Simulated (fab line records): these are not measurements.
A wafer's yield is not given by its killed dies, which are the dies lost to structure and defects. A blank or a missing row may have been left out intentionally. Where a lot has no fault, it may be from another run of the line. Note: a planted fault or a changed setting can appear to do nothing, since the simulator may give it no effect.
A sampling plan put to the test -- flow n5_finfet -- one line in one fab, 16 faults in these records, each fault weighed on the records of the lots it struck
The plan consists of the line's own looks: route steps at which the wafer is read by a gauge or an inspection but not changed. A look can be judged if struck wafers have a number there and the file gives its usual mean and standard deviation on fault-free wafers. Caught: 4 or more of those standard deviations (sigma) separate the usual mean from the mean of the struck wafers at a look after the fault's first step. On the tool: here the same test is run on the tool's own readings at the fault's steps. It also counts as caught if the struck wafers ran another recipe or if their record alone is blank.

THE FAULTS, as the simulator had put them in
1. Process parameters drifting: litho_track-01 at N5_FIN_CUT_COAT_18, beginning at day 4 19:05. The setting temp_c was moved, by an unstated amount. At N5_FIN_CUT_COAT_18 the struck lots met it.
2. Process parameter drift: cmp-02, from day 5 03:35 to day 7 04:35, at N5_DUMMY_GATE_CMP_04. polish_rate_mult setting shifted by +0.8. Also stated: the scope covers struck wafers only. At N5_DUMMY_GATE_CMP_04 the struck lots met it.
3. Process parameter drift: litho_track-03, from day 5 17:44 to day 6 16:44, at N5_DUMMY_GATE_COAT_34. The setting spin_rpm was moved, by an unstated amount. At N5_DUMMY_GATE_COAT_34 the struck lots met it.
4. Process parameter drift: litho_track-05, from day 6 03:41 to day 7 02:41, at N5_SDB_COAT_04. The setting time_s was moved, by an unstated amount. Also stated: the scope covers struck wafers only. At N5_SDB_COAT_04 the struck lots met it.
5. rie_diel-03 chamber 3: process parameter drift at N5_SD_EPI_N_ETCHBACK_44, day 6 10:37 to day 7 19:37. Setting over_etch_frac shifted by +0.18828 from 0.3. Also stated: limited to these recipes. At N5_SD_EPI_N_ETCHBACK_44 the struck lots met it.
6. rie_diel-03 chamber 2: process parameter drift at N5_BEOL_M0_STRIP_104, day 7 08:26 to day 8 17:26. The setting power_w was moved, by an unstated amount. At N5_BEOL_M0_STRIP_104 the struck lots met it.
7. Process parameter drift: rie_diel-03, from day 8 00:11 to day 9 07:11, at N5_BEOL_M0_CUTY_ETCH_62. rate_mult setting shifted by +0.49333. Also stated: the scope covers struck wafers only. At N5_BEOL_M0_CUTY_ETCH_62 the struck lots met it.
8. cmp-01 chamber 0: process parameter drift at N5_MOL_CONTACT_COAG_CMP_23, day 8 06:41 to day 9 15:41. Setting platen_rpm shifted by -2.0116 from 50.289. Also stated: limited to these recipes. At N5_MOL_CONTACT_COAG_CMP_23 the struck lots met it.
9. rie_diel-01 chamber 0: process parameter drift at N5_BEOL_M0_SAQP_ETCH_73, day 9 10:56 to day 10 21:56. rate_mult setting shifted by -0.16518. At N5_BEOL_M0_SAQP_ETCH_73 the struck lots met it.
10. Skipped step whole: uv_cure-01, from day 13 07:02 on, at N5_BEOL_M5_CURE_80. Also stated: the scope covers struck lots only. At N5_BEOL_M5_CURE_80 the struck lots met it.
11. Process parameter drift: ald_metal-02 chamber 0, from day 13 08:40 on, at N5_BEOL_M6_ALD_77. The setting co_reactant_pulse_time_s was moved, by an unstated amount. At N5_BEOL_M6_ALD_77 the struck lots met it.
12. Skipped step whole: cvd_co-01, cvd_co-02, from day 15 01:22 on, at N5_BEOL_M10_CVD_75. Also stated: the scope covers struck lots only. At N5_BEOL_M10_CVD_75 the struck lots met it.
13. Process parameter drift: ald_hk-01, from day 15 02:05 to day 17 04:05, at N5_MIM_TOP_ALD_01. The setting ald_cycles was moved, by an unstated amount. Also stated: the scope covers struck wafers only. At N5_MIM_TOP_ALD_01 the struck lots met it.
14. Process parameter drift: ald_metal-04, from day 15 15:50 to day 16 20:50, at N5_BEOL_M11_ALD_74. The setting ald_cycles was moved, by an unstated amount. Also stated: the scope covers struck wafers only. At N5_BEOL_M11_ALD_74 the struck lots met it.
15. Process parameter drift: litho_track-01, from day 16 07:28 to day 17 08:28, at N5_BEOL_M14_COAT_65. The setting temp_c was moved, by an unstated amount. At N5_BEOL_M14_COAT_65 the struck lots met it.
16. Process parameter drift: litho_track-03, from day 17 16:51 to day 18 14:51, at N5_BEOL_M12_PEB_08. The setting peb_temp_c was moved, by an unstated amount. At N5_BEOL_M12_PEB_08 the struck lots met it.

WHAT THE PLAN SAW
fault,on the tool itself,first look that catches it,"reading, sigma",median hours from its first step to that look,hours from the fault's start to the first struck lot there,judged looks passed uncaught
1,plate_temp_C +26 sigma,no look after it can be judged,-,-,-,0
2,time_to_endpoint_s -4.9 sigma,none of the 2 looks that can be judged after it,-,-,-,2
3,spin_speed_rpm +43 sigma,not the one look that can be judged after it,-,-,-,1
4,run_length_s +52 sigma,none of the 2 looks that can be judged after it,-,-,-,2
5,under 2 sigma,not the one look that can be judged after it,-,-,-,1
6,power_w -51 sigma,not the one look that can be judged after it,-,-,-,1
7,etch_rf_on_time_s -19 sigma,none of the 2 looks that can be judged after it,-,-,-,2
8,platen_rpm -58 sigma,not the one look that can be judged after it,-,-,-,1
9,etch_rf_on_time_s +14 sigma,not the one look that can be judged after it,-,-,-,1
10,the tool's record is blank for the struck wafers,no look after it can be judged,-,-,-,0
11,under 2 sigma,no look after it can be judged,-,-,-,0
12,the tool's record is blank for the struck wafers,no look after it can be judged,-,-,-,0
13,under 2 sigma,no look after it can be judged,-,-,-,0
14,under 2 sigma,no look after it can be judged,-,-,-,0
15,plate_temp_C +32 sigma,no look after it can be judged,-,-,-,0
16,plate_temp_C +7.1 sigma,not the one look that can be judged after it,-,-,-,1
Dash: fault not caught, or number not given in these records.

Caught at a look: 0 of 16. Caught on the tool: 12 of 16. By one or the other: 12 of 16.
Faults caught by the tool alone: 1, 2, 3, 4, 6, 7, 8, 9, 10, 12, 15, 16.
Caught by neither: faults 5, 11, 13, 14.
